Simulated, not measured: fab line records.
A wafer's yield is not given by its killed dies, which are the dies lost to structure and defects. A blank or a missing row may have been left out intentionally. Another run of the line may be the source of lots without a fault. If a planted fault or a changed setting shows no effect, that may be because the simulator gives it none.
Check of tool commonality || flow nand-harc || Sample size 3 lots and 9 wafers

WHAT PROMPTED THE OPENING
On 3 of the 3 lots, a flag is raised at NHARC_END_SORT_01 on the reading killed-at-array. Fault-free wafers read 58, with a standard deviation of 22.
Rule: a lot gets a flag if all its wafers with a number sit over 4 standard deviations from that mean, or if no wafer of it has a number. The rest of the lots are taken to be sound.

{"lot": "L577", "measured": "day 30 22:19", "on": "prober-01", "killed-at-array, wafer by wafer": "666 676 672", "flag": "FLAGGED"}
{"lot": "L578", "measured": "day 31 03:25", "on": "prober-02", "killed-at-array, wafer by wafer": "665 669 671", "flag": "FLAGGED"}
{"lot": "L579", "measured": "day 32 06:52", "on": "prober-01", "killed-at-array, wafer by wafer": "669 669 673", "flag": "FLAGGED"}
Average over the flagged lots: 670; offset from the usual +612, equal to +28 standard deviations.

TOOL THAT RAN EACH LOT
The record holds 4 process steps before the reading, out of a route of 1302 steps. In each cell: the tool, then ch and the chambers that the sampled wafers went through, then the start.
{"lot": "L577", "flag": "FLAGGED", "NHARC_A_CONTACT_ETCH_102": "rie-diel-05 ch 0,2,3, day 28 06:41", "NHARC_A_CONTACT_DEP_57": "acl-dep-01 ch 0, day 28 08:14", "NHARC_A_CONTACT_ETCH_75": "rie-diel-05 ch 1,2,3, day 28 12:22", "NHARC_A_CONTACT_ETCH_127": "har-cap-etch-01 ch 0,1, day 28 14:33"}
{"lot": "L578", "flag": "FLAGGED", "NHARC_A_CONTACT_ETCH_102": "rie-diel-05 ch 1,2, day 28 09:52", "NHARC_A_CONTACT_DEP_57": "acl-dep-03 ch 0, day 28 11:48", "NHARC_A_CONTACT_ETCH_75": "rie-diel-05 ch 0,1,2, day 28 16:05", "NHARC_A_CONTACT_ETCH_127": "har-cap-etch-02 ch 0,1, day 28 18:07"}
{"lot": "L579", "flag": "FLAGGED", "NHARC_A_CONTACT_ETCH_102": "rie-diel-10 ch 1,2, day 29 15:02", "NHARC_A_CONTACT_DEP_57": "acl-dep-03 ch 0, day 29 16:14", "NHARC_A_CONTACT_ETCH_75": "rie-diel-05 ch 0,2,3, day 29 19:58", "NHARC_A_CONTACT_ETCH_127": "har-cap-etch-01 ch 0,1, day 29 22:31"}
What the steps here do:
- NHARC_A_CONTACT_ETCH_102: etches the open film in CF4/O2, target depth 100 nm, overetch 10 nm, time 55 s.
- NHARC_A_CONTACT_DEP_57: deposits aC, target thk 5300 nm.
- NHARC_A_CONTACT_ETCH_75: etches the open film in CF4, target depth 39 nm, time 65 s.
- NHARC_A_CONTACT_ETCH_127: etches the open film in C4F8/O2/Ar, time 197 s, target depth 1918 nm.
- NHARC_END_SORT_01

FLAGGED OVER TOTAL, TOOL BY TOOL (the gauges that took the reading come last)
{"step": "NHARC_A_CONTACT_ETCH_102", "tool": "rie-diel-05", "lots run": 2, "flagged": 2, "share of the flagged lots": "some", "sound lots run after its first flagged lot": 0}
{"step": "NHARC_A_CONTACT_ETCH_102", "tool": "rie-diel-10", "lots run": 1, "flagged": 1, "share of the flagged lots": "some", "sound lots run after its first flagged lot": 0}
{"step": "NHARC_A_CONTACT_DEP_57", "tool": "acl-dep-01", "lots run": 1, "flagged": 1, "share of the flagged lots": "some", "sound lots run after its first flagged lot": 0}
{"step": "NHARC_A_CONTACT_DEP_57", "tool": "acl-dep-03", "lots run": 2, "flagged": 2, "share of the flagged lots": "some", "sound lots run after its first flagged lot": 0}
{"step": "NHARC_A_CONTACT_ETCH_75", "tool": "rie-diel-05", "lots run": 3, "flagged": 3, "share of the flagged lots": "all", "sound lots run after its first flagged lot": 0}
{"step": "NHARC_A_CONTACT_ETCH_127", "tool": "har-cap-etch-01", "lots run": 2, "flagged": 2, "share of the flagged lots": "some", "sound lots run after its first flagged lot": 0}
{"step": "NHARC_A_CONTACT_ETCH_127", "tool": "har-cap-etch-02", "lots run": 1, "flagged": 1, "share of the flagged lots": "some", "sound lots run after its first flagged lot": 0}
{"step": "NHARC_END_SORT_01", "tool": "prober-01", "lots run": 2, "flagged": 2, "share of the flagged lots": "some", "sound lots run after its first flagged lot": 0}
{"step": "NHARC_END_SORT_01", "tool": "prober-02", "lots run": 1, "flagged": 1, "share of the flagged lots": "some", "sound lots run after its first flagged lot": 0}

WHAT IS ALLOWED BY THE TABLE
1 row of the table ran every flagged lot: rie-diel-05 at NHARC_A_CONTACT_ETCH_75.
- rie-diel-05 at NHARC_A_CONTACT_ETCH_75 ran 3 lots, 3 of them flagged. It ran no sound lot before its first flagged lot in this sample, so the start can't be narrowed down.
Just one tool remains: rie-diel-05 at NHARC_A_CONTACT_ETCH_75.

WHAT THE SIMULATOR HAD PUT IN
Skipped step whole: rie-diel-05, from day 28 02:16 on, at NHARC_A_CONTACT_ETCH_75. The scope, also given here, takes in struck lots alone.
Struck lots among those shown: L577, L578, L579. The same result came from the rule above.
